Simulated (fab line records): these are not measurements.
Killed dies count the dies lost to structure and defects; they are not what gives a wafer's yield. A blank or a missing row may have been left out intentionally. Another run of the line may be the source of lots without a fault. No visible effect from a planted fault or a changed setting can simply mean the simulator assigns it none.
fab line records / flow nandHarc
record: lots: 14 wafers: 40 lastDay: 33
route steps=1302 shown P_BONDPAD@370 A_ONON_D1@440 END@1302
lots untouched by any fault: they come from a run of this same line in which no faults occurred
startH: the number of hours between the record's first day and the start of the first shown wafer of the lot / waitH: hours from the lot's prior step to this one / " identical to the entry in the row above / L1.1+2: a single row standing in for several wafers / - no value, or no start given / * or withheld: withheld / < > ~ a bound
route shown NAME@n: NAME is a module with steps in the file, n the number in the route of the first one / usual: the fault-free wafers' mean and standard deviation / same: alike in all rows / chamber/n: place in a boat / sites: each site's reading / _std_site: how widely they spread, as a standard deviation / _edge_site: mean of outer sites minus mean of inner sites / radiusMm: for every site, how far away it sits from the centre of the wafer / mask NAME#n: copy n / behind: tool/chamber where the wafer was last shaped / hold: what put the lot on hold/how long, in hours/how the hold closed / device: names the non-switching transistor (n, p or np) / end of line: tests run on the same wafers once the route is complete / a step without rows: its recipe alone / killed: dies that structure and defects cost at the first sort, which is not the same as the wafer's yield / map: dies across one wafer; x = killed, . = not, _ = none there
set.NAME: setting as actually run; set.NAME@STEP: the setting as run at that earlier step / model.NAME: the simulator's own value behind a step, which no gauge read
one table for each step of the route and one row for each wafer, over a sample of lots
services: from which hour (startH, from the record's first day; less than 0 if before it) a tool's chamber was out of use, for how many hours, and why
== steps ==
step: NHARC_P_BONDPAD_CD_MEAS_13
usual: cdNm: 500.6/2.3
lot.wafer=L851.2 tool=cdSem-01 chamber=- startH=139.34 waitH=- cdNm=504.5
lot.wafer=L851.4 tool=cdSem-01 chamber=- startH=139.34 waitH=- cdNm=500.2
lot.wafer=L851.5 tool=cdSem-01 chamber=- startH=139.34 waitH=- cdNm=501.6
lot.wafer=L850.3 tool=cdSem-01 chamber=- startH=139.90 waitH=- cdNm=500.7
lot.wafer=L850.4 tool=cdSem-01 chamber=- startH=139.90 waitH=- cdNm=500.2
lot.wafer=L850.6 tool=cdSem-01 chamber=- startH=139.90 waitH=- cdNm=499.4
lot.wafer=L852.1 tool=cdSem-03 chamber=- startH=159.38 waitH=- cdNm=496.1
lot.wafer=L852.4 tool=cdSem-03 chamber=- startH=159.38 waitH=- cdNm=496.8
lot.wafer=L852.5 tool=cdSem-03 chamber=- startH=159.38 waitH=- cdNm=498.4
lot.wafer=L853.3 tool=cdSem-01 chamber=- startH=173.39 waitH=- cdNm=497.2
lot.wafer=L853.5 tool=cdSem-01 chamber=- startH=173.39 waitH=- cdNm=497.1
lot.wafer=L853.6 tool=cdSem-01 chamber=- startH=173.39 waitH=- cdNm=501.7
lot.wafer=L855.1 tool=cdSem-03 chamber=- startH=180.49 waitH=- cdNm=498.2
lot.wafer=L855.5 tool=cdSem-03 chamber=- startH=180.49 waitH=- cdNm=498.2
lot.wafer=L855.6 tool=cdSem-03 chamber=- startH=180.49 waitH=- cdNm=495.0
lot.wafer=L857.1 tool=cdSem-01 chamber=- startH=204.49 waitH=- cdNm=497.1
lot.wafer=L857.4 tool=cdSem-01 chamber=- startH=204.49 waitH=- cdNm=496.4
lot.wafer=L857.6 tool=cdSem-01 chamber=- startH=204.49 waitH=- cdNm=501.9
lot.wafer=L858.1 tool=cdSem-03 chamber=- startH=213.33 waitH=- cdNm=500.9
lot.wafer=L858.3 tool=cdSem-03 chamber=- startH=213.33 waitH=- cdNm=497.8
lot.wafer=L858.4 tool=cdSem-03 chamber=- startH=213.33 waitH=- cdNm=498.2
lot.wafer=L859.2 tool=cdSem-03 chamber=- startH=222.27 waitH=- cdNm=501.1
lot.wafer=L859.5 tool=cdSem-03 chamber=- startH=222.27 waitH=- cdNm=501.4
lot.wafer=L859.6 tool=cdSem-03 chamber=- startH=222.27 waitH=- cdNm=500.7
lot.wafer=L860.1 tool=cdSem-01 chamber=- startH=240.72 waitH=- cdNm=503.8
lot.wafer=L860.4 tool=cdSem-01 chamber=- startH=240.72 waitH=- cdNm=501.2
lot.wafer=L860.6 tool=cdSem-01 chamber=- startH=240.72 waitH=- cdNm=502.2
lot.wafer=L861.1 tool=cdSem-03 chamber=- startH=241.55 waitH=- cdNm=501.9
lot.wafer=L861.3 tool=cdSem-03 chamber=- startH=241.55 waitH=- cdNm=502.7
lot.wafer=L861.4 tool=cdSem-03 chamber=- startH=241.55 waitH=- cdNm=502.5
lot.wafer=L862.2 tool=cdSem-02 chamber=- startH=259.53 waitH=- cdNm=501.3
lot.wafer=L862.5 tool=cdSem-02 chamber=- startH=259.53 waitH=- cdNm=502.6
lot.wafer=L862.6 tool=cdSem-02 chamber=- startH=259.53 waitH=- cdNm=502.3
lot.wafer=L868.1 tool=cdSem-03 chamber=- startH=314.83 waitH=- cdNm=503.2
lot.wafer=L868.5 tool=cdSem-03 chamber=- startH=314.83 waitH=- cdNm=504.5
lot.wafer=L871.1 tool=cdSem-02 chamber=- startH=340.89 waitH=- cdNm=502.8
lot.wafer=L871.6 tool=cdSem-02 chamber=- startH=340.89 waitH=- cdNm=502.3
lot.wafer=L873.2 tool=cdSem-03 chamber=- startH=362.68 waitH=- cdNm=499.8
lot.wafer=L873.4 tool=cdSem-03 chamber=- startH=362.68 waitH=- cdNm=500.5
lot.wafer=L873.6 tool=cdSem-03 chamber=- startH=362.68 waitH=- cdNm=501.3
step: NHARC_P_BONDPAD_CMP_19
recipe: tOverpolishS: 30 cuRecessTouchS: 16 targetThkNm: 160.81
usual: edgeZonePressureFrac: 1.000/0.0048 motorCurrentA: 12.6/1.5 overpolishRunS: 30.000/0.011
same: tOverpolishS: 30
lot.wafer=L851.2 tool=cmp-03 chamber=0 startH=141.10 waitH=- edgeZonePressureFrac=1.001 motorCurrentA=13.8 overpolishRunS=30.013
lot.wafer=L851.4 tool=cmp-03 chamber=1 startH=141.10 waitH=- edgeZonePressureFrac=1.001 motorCurrentA=11.2 overpolishRunS=29.999
lot.wafer=L851.5 tool=cmp-03 chamber=3 startH=141.10 waitH=- edgeZonePressureFrac=0.998 motorCurrentA=11.9 overpolishRunS=29.995
lot.wafer=L850.4 tool=cmp-02 chamber=2 startH=141.61 waitH=- edgeZonePressureFrac=0.990 motorCurrentA=14.6 overpolishRunS=30.020
lot.wafer=L850.3 tool=cmp-02 chamber=3 startH=141.61 waitH=- edgeZonePressureFrac=1.005 motorCurrentA=10.2 overpolishRunS=29.994
lot.wafer=L850.6 tool=cmp-02 chamber=3 startH=141.61 waitH=- edgeZonePressureFrac=1.001 motorCurrentA=10.4 overpolishRunS=29.983
lot.wafer=L852.4 tool=cmp-03 chamber=2 startH=161.12 waitH=- edgeZonePressureFrac=1.001 motorCurrentA=13.1 overpolishRunS=30.010
lot.wafer=L852.1 tool=cmp-03 chamber=3 startH=161.12 waitH=- edgeZonePressureFrac=0.997 motorCurrentA=12.9 overpolishRunS=29.994
lot.wafer=L852.5 tool=cmp-03 chamber=2 startH=161.12 waitH=- edgeZonePressureFrac=1.005 motorCurrentA=12.7 overpolishRunS=30.004
lot.wafer=L853.3 tool=cmp-04 chamber=3 startH=175.15 waitH=- edgeZonePressureFrac=0.997 motorCurrentA=9.4 overpolishRunS=30.009
lot.wafer=L853.6 tool=cmp-04 chamber=1 startH=175.15 waitH=- edgeZonePressureFrac=0.998 motorCurrentA=12.2 overpolishRunS=30.004
lot.wafer=L853.5 tool=cmp-04 chamber=2 startH=175.15 waitH=- edgeZonePressureFrac=1.005 motorCurrentA=13.7 overpolishRunS=29.986
lot.wafer=L855.1 tool=cmp-03 chamber=1 startH=182.28 waitH=- edgeZonePressureFrac=1.007 motorCurrentA=13.0 overpolishRunS=29.995
lot.wafer=L855.5 tool=cmp-03 chamber=2 startH=182.28 waitH=- edgeZonePressureFrac=0.987 motorCurrentA=12.5 overpolishRunS=29.994
lot.wafer=L855.6 tool=cmp-03 chamber=3 startH=182.28 waitH=- edgeZonePressureFrac=1.003 motorCurrentA=12.0 overpolishRunS=30.005
lot.wafer=L857.1 tool=cmp-02 chamber=1 startH=206.21 waitH=- edgeZonePressureFrac=1.009 motorCurrentA=12.8 overpolishRunS=29.999
lot.wafer=L857.4 tool=cmp-02 chamber=2 startH=206.21 waitH=- edgeZonePressureFrac=1.006 motorCurrentA=15.2 overpolishRunS=29.987
lot.wafer=L857.6 tool=cmp-02 chamber=1 startH=206.21 waitH=- edgeZonePressureFrac=1.005 motorCurrentA=12.5 overpolishRunS=29.982
lot.wafer=L858.3 tool=cmp-03 chamber=2 startH=215.10 waitH=- edgeZonePressureFrac=0.997 motorCurrentA=13.4 overpolishRunS=30.008
lot.wafer=L858.4 tool=cmp-03 chamber=3 startH=215.10 waitH=- edgeZonePressureFrac=1.000 motorCurrentA=12.0 overpolishRunS=30.007
lot.wafer=L858.1 tool=cmp-03 chamber=0 startH=215.10 waitH=- edgeZonePressureFrac=0.998 motorCurrentA=14.1 overpolishRunS=30.002
lot.wafer=L859.2 tool=cmp-04 chamber=3 startH=224.04 waitH=- edgeZonePressureFrac=0.995 motorCurrentA=9.6 overpolishRunS=29.996
lot.wafer=L859.6 tool=cmp-04 chamber=1 startH=224.04 waitH=- edgeZonePressureFrac=1.000 motorCurrentA=11.6 overpolishRunS=30.012
lot.wafer=L859.5 tool=cmp-04 chamber=2 startH=224.04 waitH=- edgeZonePressureFrac=0.999 motorCurrentA=14.0 overpolishRunS=29.999
lot.wafer=L860.4 tool=cmp-02 chamber=2 startH=242.44 waitH=- edgeZonePressureFrac=1.005 motorCurrentA=15.1 overpolishRunS=30.000
lot.wafer=L860.1 tool=cmp-02 chamber=3 startH=242.44 waitH=- edgeZonePressureFrac=0.998 motorCurrentA=10.5 overpolishRunS=29.991
lot.wafer=L860.6 tool=cmp-02 chamber=3 startH=242.44 waitH=- edgeZonePressureFrac=0.993 motorCurrentA=10.8 overpolishRunS=30.019
lot.wafer=L861.1 tool=cmp-02 chamber=3 startH=243.26 waitH=- edgeZonePressureFrac=0.994 motorCurrentA=10.7 overpolishRunS=29.998
lot.wafer=L861.4 tool=cmp-02 chamber=0 startH=243.26 waitH=- edgeZonePressureFrac=1.007 motorCurrentA=14.2 overpolishRunS=29.992
lot.wafer=L861.3 tool=cmp-02 chamber=2 startH=243.26 waitH=- edgeZonePressureFrac=1.009 motorCurrentA=14.7 overpolishRunS=30.004
lot.wafer=L862.2 tool=cmp-02 chamber=3 startH=261.29 waitH=- edgeZonePressureFrac=1.002 motorCurrentA=10.7 overpolishRunS=29.985
lot.wafer=L862.6 tool=cmp-02 chamber=1 startH=261.29 waitH=- edgeZonePressureFrac=0.999 motorCurrentA=12.9 overpolishRunS=29.993
lot.wafer=L862.5 tool=cmp-02 chamber=2 startH=261.29 waitH=- edgeZonePressureFrac=1.003 motorCurrentA=15.5 overpolishRunS=30.012
lot.wafer=L868.1 tool=cmp-02 chamber=2 startH=316.53 waitH=- edgeZonePressureFrac=1.004 motorCurrentA=14.7 overpolishRunS=29.997
lot.wafer=L868.5 tool=cmp-02 chamber=2 startH=316.53 waitH=- edgeZonePressureFrac=1.001 motorCurrentA=15.3 overpolishRunS=29.999
lot.wafer=L871.1 tool=cmp-02 chamber=3 startH=342.69 waitH=- edgeZonePressureFrac=1.006 motorCurrentA=10.5 overpolishRunS=30.008
lot.wafer=L871.6 tool=cmp-02 chamber=1 startH=342.69 waitH=- edgeZonePressureFrac=1.000 motorCurrentA=12.5 overpolishRunS=29.994
lot.wafer=L873.4 tool=cmp-02 chamber=3 startH=364.48 waitH=- edgeZonePressureFrac=1.000 motorCurrentA=10.6 overpolishRunS=30.007
lot.wafer=L873.2 tool=cmp-02 chamber=2 startH=364.48 waitH=- edgeZonePressureFrac=1.000 motorCurrentA=15.3 overpolishRunS=29.995
lot.wafer=L873.6 tool=cmp-02 chamber=3 startH=364.48 waitH=- edgeZonePressureFrac=1.003 motorCurrentA=10.9 overpolishRunS=30.020
step: NHARC_A_ONON_D1_DEP_22
recipe: targetThkA: 10000 n2FlowSccm: 2750 n2oFlowSccm: 2000 nh3FlowSccm: 500 sih4FlowSccm: 210 tempC: 400
lot.wafer=L851.2+4+5 tool=pecvdOnon-01 chamber=0 startH=176.31 waitH=0.1
lot.wafer=L850.3+4+6 tool=pecvdOnon-03 chamber=0 startH=176.39 waitH=0.2
lot.wafer=L852.1+4+5 tool=pecvdOnon-01 chamber=0 startH=200.53 waitH=0.1
lot.wafer=L853.3+5+6 tool=pecvdOnon-01 chamber=0 startH=212.05 waitH=0.2
lot.wafer=L855.1+5+6 tool=pecvdOnon-03 chamber=0 startH=218.11 waitH=0.1
lot.wafer=L857.1+4+6 tool=pecvdOnon-01 chamber=0 startH=240.66 waitH=0.2
lot.wafer=L858.1+3+4 tool=pecvdOnon-01 chamber=0 startH=251.13 waitH=0.1
lot.wafer=L859.2+5+6 tool=pecvdOnon-01 chamber=0 startH=259.81 waitH=0.1
lot.wafer=L861.1+3+4 tool=pecvdOnon-03 chamber=0 startH=277.30 waitH=0.1
lot.wafer=L860.1+4+6 tool=pecvdOnon-04 chamber=0 startH=277.30 waitH=0.1
lot.wafer=L862.2+5+6 tool=pecvdOnon-04 chamber=0 startH=301.37 waitH=0.1
lot.wafer=L868.1+5 tool=pecvdOnon-01 chamber=0 startH=353.91 waitH=0.1
lot.wafer=L871.1+6 tool=pecvdOnon-01 chamber=0 startH=380.45 waitH=0.1
lot.wafer=L873.2+4+6 tool=pecvdOnon-04 chamber=0 startH=398.29 waitH=0.1
step: NHARC_A_ONON_D1_THK_MEAS_24
recipe: thkMeasGauge: ellipsometry
usual: thkNm: 1002/7.1
lot.wafer=L851.2 tool=filmMetro-01 chamber=- startH=176.76 waitH=- thkNm=994
lot.wafer=L851.4 tool=filmMetro-01 chamber=- startH=176.76 waitH=- thkNm=995
lot.wafer=L851.5 tool=filmMetro-01 chamber=- startH=176.76 waitH=- thkNm=994
lot.wafer=L850.3 tool=filmMetro-02 chamber=- startH=176.79 waitH=- thkNm=999
lot.wafer=L850.4 tool=filmMetro-02 chamber=- startH=176.79 waitH=- thkNm=996
lot.wafer=L850.6 tool=filmMetro-02 chamber=- startH=176.79 waitH=- thkNm=996
lot.wafer=L852.1 tool=filmMetro-02 chamber=- startH=201.04 waitH=- thkNm=993
lot.wafer=L852.4 tool=filmMetro-02 chamber=- startH=201.04 waitH=- thkNm=992
lot.wafer=L852.5 tool=filmMetro-02 chamber=- startH=201.04 waitH=- thkNm=993
lot.wafer=L853.3 tool=filmMetro-01 chamber=- startH=212.44 waitH=- thkNm=991
lot.wafer=L853.5 tool=filmMetro-01 chamber=- startH=212.44 waitH=- thkNm=991
lot.wafer=L853.6 tool=filmMetro-01 chamber=- startH=212.44 waitH=- thkNm=992
lot.wafer=L855.1 tool=filmMetro-02 chamber=- startH=218.62 waitH=- thkNm=1003
lot.wafer=L855.5 tool=filmMetro-02 chamber=- startH=218.62 waitH=- thkNm=1003
lot.wafer=L855.6 tool=filmMetro-02 chamber=- startH=218.62 waitH=- thkNm=1003
lot.wafer=L857.1 tool=filmMetro-02 chamber=- startH=241.17 waitH=- thkNm=996
lot.wafer=L857.4 tool=filmMetro-02 chamber=- startH=241.17 waitH=- thkNm=995
lot.wafer=L857.6 tool=filmMetro-02 chamber=- startH=241.17 waitH=- thkNm=997
lot.wafer=L858.1 tool=filmMetro-02 chamber=- startH=251.64 waitH=- thkNm=994
lot.wafer=L858.3 tool=filmMetro-02 chamber=- startH=251.64 waitH=- thkNm=994
lot.wafer=L858.4 tool=filmMetro-02 chamber=- startH=251.64 waitH=- thkNm=994
lot.wafer=L859.2 tool=filmMetro-01 chamber=- startH=260.27 waitH=- thkNm=1005
lot.wafer=L859.5 tool=filmMetro-01 chamber=- startH=260.27 waitH=- thkNm=1007
lot.wafer=L859.6 tool=filmMetro-01 chamber=- startH=260.27 waitH=- thkNm=1003
lot.wafer=L861.1 tool=filmMetro-01 chamber=- startH=277.81 waitH=- thkNm=1014
lot.wafer=L861.3 tool=filmMetro-01 chamber=- startH=277.81 waitH=- thkNm=1014
lot.wafer=L861.4 tool=filmMetro-01 chamber=- startH=277.81 waitH=- thkNm=1015
lot.wafer=L860.1 tool=filmMetro-02 chamber=- startH=277.82 waitH=- thkNm=1002
lot.wafer=L860.4 tool=filmMetro-02 chamber=- startH=277.82 waitH=- thkNm=1000
lot.wafer=L860.6 tool=filmMetro-02 chamber=- startH=277.82 waitH=- thkNm=1001
lot.wafer=L862.2 tool=filmMetro-02 chamber=- startH=301.83 waitH=- thkNm=1002
lot.wafer=L862.5 tool=filmMetro-02 chamber=- startH=301.83 waitH=- thkNm=1000
lot.wafer=L862.6 tool=filmMetro-02 chamber=- startH=301.83 waitH=- thkNm=1002
lot.wafer=L868.1 tool=filmMetro-02 chamber=- startH=354.42 waitH=- thkNm=994
lot.wafer=L868.5 tool=filmMetro-02 chamber=- startH=354.42 waitH=- thkNm=652
lot.wafer=L871.1 tool=filmMetro-01 chamber=- startH=380.96 waitH=- thkNm=999
lot.wafer=L871.6 tool=filmMetro-01 chamber=- startH=380.96 waitH=- thkNm=652
lot.wafer=L873.2 tool=filmMetro-02 chamber=- startH=398.74 waitH=- thkNm=995
lot.wafer=L873.4 tool=filmMetro-02 chamber=- startH=398.74 waitH=- thkNm=995
lot.wafer=L873.6 tool=filmMetro-02 chamber=- startH=398.74 waitH=- thkNm=996
step: NHARC_A_ONON_D1_DEP_33
recipe: targetThkA: 2000 tempC: 400 pressureTorr: 6.5 rfW: 900 teosFlowSccm: 161.4 flowSccm: 2650 targetThkNm: 200 gas: O2 material: SiO2
usual: heaterPowerW: 581/76 throttleValvePct: 16.0/0.49
lot.wafer=L851.2 tool=pecvd-01 chamber=1 startH=177.99 waitH=0.1 heaterPowerW=660 sinceWetCleanH=35 throttleValvePct=15.1
lot.wafer=L851.5 tool=pecvd-01 chamber=0 startH=177.99 waitH=0.1 heaterPowerW=461 sinceWetCleanH=- throttleValvePct=16.1
lot.wafer=L851.4 tool=pecvd-01 chamber=1 startH=177.99 waitH=0.1 heaterPowerW=663 sinceWetCleanH=- throttleValvePct=14.9
lot.wafer=L850.3 tool=pecvd-03 chamber=2 startH=178.03 waitH=0.1 heaterPowerW=559 sinceWetCleanH=161 throttleValvePct=15.6
lot.wafer=L850.6 tool=pecvd-03 chamber=1 startH=178.03 waitH=0.1 heaterPowerW=601 sinceWetCleanH=- throttleValvePct=16.0
lot.wafer=L850.4 tool=pecvd-03 chamber=0 startH=178.03 waitH=0.1 heaterPowerW=619 sinceWetCleanH=- throttleValvePct=15.9
lot.wafer=L852.1 tool=pecvd-01 chamber=0 startH=202.28 waitH=0.1 heaterPowerW=556 sinceWetCleanH=59 throttleValvePct=16.2
lot.wafer=L852.4 tool=pecvd-01 chamber=2 startH=202.28 waitH=0.1 heaterPowerW=584 sinceWetCleanH=- throttleValvePct=16.7
lot.wafer=L852.5 tool=pecvd-01 chamber=1 startH=202.28 waitH=0.1 heaterPowerW=619 sinceWetCleanH=- throttleValvePct=14.9
lot.wafer=L853.3 tool=pecvd-01 chamber=1 startH=213.64 waitH=0.1 heaterPowerW=709 sinceWetCleanH=71 throttleValvePct=15.0
lot.wafer=L853.5 tool=pecvd-01 chamber=1 startH=213.64 waitH=0.1 heaterPowerW=707 sinceWetCleanH=- throttleValvePct=15.2
lot.wafer=L853.6 tool=pecvd-01 chamber=2 startH=213.64 waitH=0.1 heaterPowerW=464 sinceWetCleanH=- throttleValvePct=16.4
lot.wafer=L855.1 tool=pecvd-03 chamber=2 startH=219.81 waitH=0.1 heaterPowerW=512 sinceWetCleanH=22 throttleValvePct=15.3
lot.wafer=L855.5 tool=pecvd-03 chamber=0 startH=219.81 waitH=0.1 heaterPowerW=619 sinceWetCleanH=- throttleValvePct=16.2
lot.wafer=L855.6 tool=pecvd-03 chamber=1 startH=219.81 waitH=0.1 heaterPowerW=676 sinceWetCleanH=- throttleValvePct=16.2
lot.wafer=L857.1 tool=pecvd-04 chamber=0 startH=242.36 waitH=0.1 heaterPowerW=550 sinceWetCleanH=141 throttleValvePct=15.5
lot.wafer=L857.4 tool=pecvd-04 chamber=0 startH=242.36 waitH=0.1 heaterPowerW=558 sinceWetCleanH=- throttleValvePct=15.7
lot.wafer=L857.6 tool=pecvd-04 chamber=2 startH=242.36 waitH=0.1 heaterPowerW=727 sinceWetCleanH=- throttleValvePct=16.9
lot.wafer=L858.1 tool=pecvd-03 chamber=0 startH=252.83 waitH=0.1 heaterPowerW=585 sinceWetCleanH=55 throttleValvePct=16.0
lot.wafer=L858.3 tool=pecvd-03 chamber=1 startH=252.83 waitH=0.1 heaterPowerW=639 sinceWetCleanH=55 throttleValvePct=16.0
lot.wafer=L858.4 tool=pecvd-03 chamber=2 startH=252.83 waitH=0.1 heaterPowerW=551 sinceWetCleanH=- throttleValvePct=15.5
lot.wafer=L859.2 tool=pecvd-03 chamber=1 startH=261.46 waitH=0.1 heaterPowerW=676 sinceWetCleanH=63 throttleValvePct=15.9
lot.wafer=L859.6 tool=pecvd-03 chamber=2 startH=261.46 waitH=0.1 heaterPowerW=467 sinceWetCleanH=- throttleValvePct=15.5
lot.wafer=L859.5 tool=pecvd-03 chamber=0 startH=261.46 waitH=0.1 heaterPowerW=558 sinceWetCleanH=- throttleValvePct=16.0
lot.wafer=L861.1 tool=pecvd-03 chamber=2 startH=279.00 waitH=0.1 heaterPowerW=505 sinceWetCleanH=81 throttleValvePct=15.4
lot.wafer=L861.3 tool=pecvd-03 chamber=0 startH=279.00 waitH=0.1 heaterPowerW=539 sinceWetCleanH=81 throttleValvePct=16.1
lot.wafer=L861.4 tool=pecvd-03 chamber=1 startH=279.00 waitH=0.1 heaterPowerW=671 sinceWetCleanH=- throttleValvePct=16.1
lot.wafer=L860.1 tool=pecvd-01 chamber=2 startH=279.25 waitH=0.2 heaterPowerW=619 sinceWetCleanH=136 throttleValvePct=16.6
lot.wafer=L860.6 tool=pecvd-01 chamber=2 startH=279.25 waitH=0.2 heaterPowerW=623 sinceWetCleanH=- throttleValvePct=16.7
lot.wafer=L860.4 tool=pecvd-01 chamber=0 startH=279.25 waitH=0.2 heaterPowerW=545 sinceWetCleanH=- throttleValvePct=16.0
lot.wafer=L862.2 tool=pecvd-04 chamber=2 startH=303.10 waitH=0.1 heaterPowerW=552 sinceWetCleanH=21 throttleValvePct=16.6
lot.wafer=L862.6 tool=pecvd-04 chamber=0 startH=303.10 waitH=0.1 heaterPowerW=580 sinceWetCleanH=- throttleValvePct=15.9
lot.wafer=L862.5 tool=pecvd-04 chamber=2 startH=303.10 waitH=0.1 heaterPowerW=564 sinceWetCleanH=- throttleValvePct=17.1
lot.wafer=L868.1 tool=pecvd-03 chamber=1 startH=355.61 waitH=0.1 heaterPowerW=557 sinceWetCleanH=158 throttleValvePct=16.3
lot.wafer=L868.5 tool=pecvd-03 chamber=0 startH=355.61 waitH=0.1 heaterPowerW=480 sinceWetCleanH=- throttleValvePct=16.0
lot.wafer=L871.1 tool=pecvd-03 chamber=0 startH=382.25 waitH=0.1 heaterPowerW=599 sinceWetCleanH=3 throttleValvePct=16.7
lot.wafer=L871.6 tool=pecvd-03 chamber=0 startH=382.25 waitH=0.1 heaterPowerW=604 sinceWetCleanH=- throttleValvePct=16.7
lot.wafer=L873.2 tool=pecvd-01 chamber=1 startH=399.98 waitH=0.1 heaterPowerW=561 sinceWetCleanH=76 throttleValvePct=15.4
lot.wafer=L873.6 tool=pecvd-01 chamber=0 startH=399.98 waitH=0.1 heaterPowerW=519 sinceWetCleanH=- throttleValvePct=16.4
lot.wafer=L873.4 tool=pecvd-01 chamber=2 startH=399.98 waitH=0.1 heaterPowerW=540 sinceWetCleanH=- throttleValvePct=15.9
step: NHARC_END_SORT_01
recipe: tempC: 25
usual: killedAtArray: 56/18 killedAtOther: 1.4/1.5 killedAtPeriphery: 4/3.1 killedDies: 61/19 killedOpen: 3.5/1.8 killedShort: 2.4/1.4
same: grossDies: 677
lot.wafer=L868.1 tool=prober-02 chamber=0 startH=738.62 waitH=2.5 killedAtArray=79 killedAtOther=2 killedAtPeriphery=0 killedDies=81 killedOpen=2 killedShort=2
lot.wafer=L868.5 tool=prober-02 chamber=0 startH=741.78 waitH=3.7 killedAtArray=676 killedAtOther=1 killedAtPeriphery=0 killedDies=677 killedOpen=3 killedShort=3
lot.wafer=L871.1 tool=prober-02 chamber=0 startH=770.66 waitH=2.5 killedAtArray=59 killedAtOther=3 killedAtPeriphery=2 killedDies=64 killedOpen=4 killedShort=0
lot.wafer=L871.6 tool=prober-02 chamber=0 startH=774.66 waitH=4.0 killedAtArray=669 killedAtOther=3 killedAtPeriphery=5 killedDies=677 killedOpen=1 killedShort=0
killed by level:class
L868.1 A_CHANNEL_HOLE_D1:chamberFilmFlake=35 A_SLIT:chamberFilmFlake=31 A_CONTACT:chamberFilmFlake=4 A_WL_FILL:chamberFilmFlake=3 A_CHANNEL_HOLE_D2:geometricParticle:short=2 THIN_TSV:chamberFilmFlake=2 A_ONON_D1:geometricParticle:open=1 A_ONON_D2:geometricParticle:open=1
L868.5 A_ONON_D1:areaDep=598 A_SLIT:chamberFilmFlake=33 A_CHANNEL_HOLE_D1:chamberFilmFlake=29 A_WL_FILL:chamberFilmFlake=3 A_CONTACT:chamberFilmFlake=3 A_CHANNEL_FILL_D1:geometricParticle:short=1 A_DECK1_JOINT:geometricParticle:open=1 A_ONON_D2:geometricParticle:short=1
L871.1 A_SLIT:chamberFilmFlake=32 A_CHANNEL_HOLE_D2:chamberFilmFlake=7 A_CONTACT:chamberFilmFlake=7 A_CHANNEL_HOLE_D1:unspecified=3 THIN_TSV:chamberFilmFlake=3 A_STAIRCASE:chamberFilmFlake=2 A_ONON_D1:geometricParticle:open=1 A_DECK1_JOINT:geometricParticle:open=1
L871.6 A_ONON_D1:areaDep=624 A_SLIT:chamberFilmFlake=33 A_CHANNEL_HOLE_D2:chamberFilmFlake=3 A_STAIRCASE:chamberFilmFlake=3 THIN_TSV:chamberFilmFlake=3 P_M1:chamberFilmFlake=2 P_M2:chamberFilmFlake=2 A_CHANNEL_HOLE_D1:chamberFilmFlake=2
== services ==
tool=cmp-03 chamber=- startH=125.98 hours=2.2 kind=repair
tool=pecvd-01 chamber=- startH=130.12 hours=13.0 kind=pm
tool=pecvdOnon-04 chamber=- startH=130.46 hours=13.0 kind=pm
tool=pecvd-03 chamber=2 startH=132.27 hours=12.4 kind=repair
tool=cmp-02 chamber=- startH=134.50 hours=4.0 kind=pm
tool=cmp-02 chamber=- startH=139.21 hours=1.9 kind=repair
tool=cmp-03 chamber=- startH=163.76 hours=4.0 kind=pm
tool=pecvd-03 chamber=- startH=185.09 hours=13.0 kind=pm
tool=cmp-04 chamber=- startH=209.37 hours=4.0 kind=pm
tool=pecvdOnon-03 chamber=- startH=227.00 hours=13.0 kind=pm
tool=cmp-02 chamber=- startH=232.50 hours=4.0 kind=pm
tool=pecvdOnon-01 chamber=- startH=233.92 hours=6.7 kind=repair
tool=cmp-04 chamber=- startH=249.36 hours=12.3 kind=repair
tool=cmp-03 chamber=- startH=253.25 hours=3.3 kind=repair
tool=cmp-03 chamber=- startH=261.76 hours=4.0 kind=pm
tool=pecvd-04 chamber=- startH=269.14 hours=13.0 kind=pm
tool=pecvdOnon-01 chamber=- startH=269.15 hours=13.0 kind=pm
tool=pecvd-01 chamber=- startH=311.35 hours=13.0 kind=pm
tool=pecvdOnon-04 chamber=- startH=311.50 hours=13.0 kind=pm
tool=cmp-02 chamber=- startH=330.50 hours=4.0 kind=pm
tool=cmp-02 chamber=- startH=337.19 hours=4.4 kind=repair
tool=cmp-03 chamber=- startH=357.21 hours=1.1 kind=repair
tool=cmp-03 chamber=- startH=359.76 hours=4.0 kind=pm
tool=pecvd-03 chamber=- startH=366.09 hours=13.0 kind=pm
== key ==
firstSign: step: NHARC_A_ONON_D1_THK_MEAS_24 reading: thkNm direction: down sigmas: 49 usual: 1002 struck: 652
effect: step: NHARC_END_SORT_01 reading: killedAtArray direction: up sigmas: 34 usual: 56 struck: 672
moreKillsBornAt: NHARC_A_ONON_D1_DEP_22@pecvdOnon-01: 1222
metAt NHARC_A_ONON_D1_DEP_22
struckLots L868,L871
struckWafers L868.5,L871.6
laterRowsLeftOut L868.5,L871.6
testerLeftOut L868,L871
notActingAt NHARC_P_BONDPAD_CD_MEAS_13,NHARC_P_BONDPAD_CMP_19,NHARC_A_ONON_D1_DEP_33
onsetBetween 259.81 353.91
fault: kind: processParameterDrift tool: pecvdOnon-01 chamber: - onsetH: 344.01 steps: NHARC_A_ONON_D1_DEP_22 channel: targetThkA offset: * shape: step endH: 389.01 scope: struckWafersOnly actsIn: * stated: *
testerLeftOut: of these lots the tester's yield and bins aren't shown, on N5 and GAA mostly nor the transistor test; their killed dies are dies lost to structure and defects alone, not to doping, threshold or leakage, so they don't give the yield
laterRowsLeftOut: the simulator's readings of these wafers behind a module that went badly wrong aren't trusted and aren't shown, but for the sort
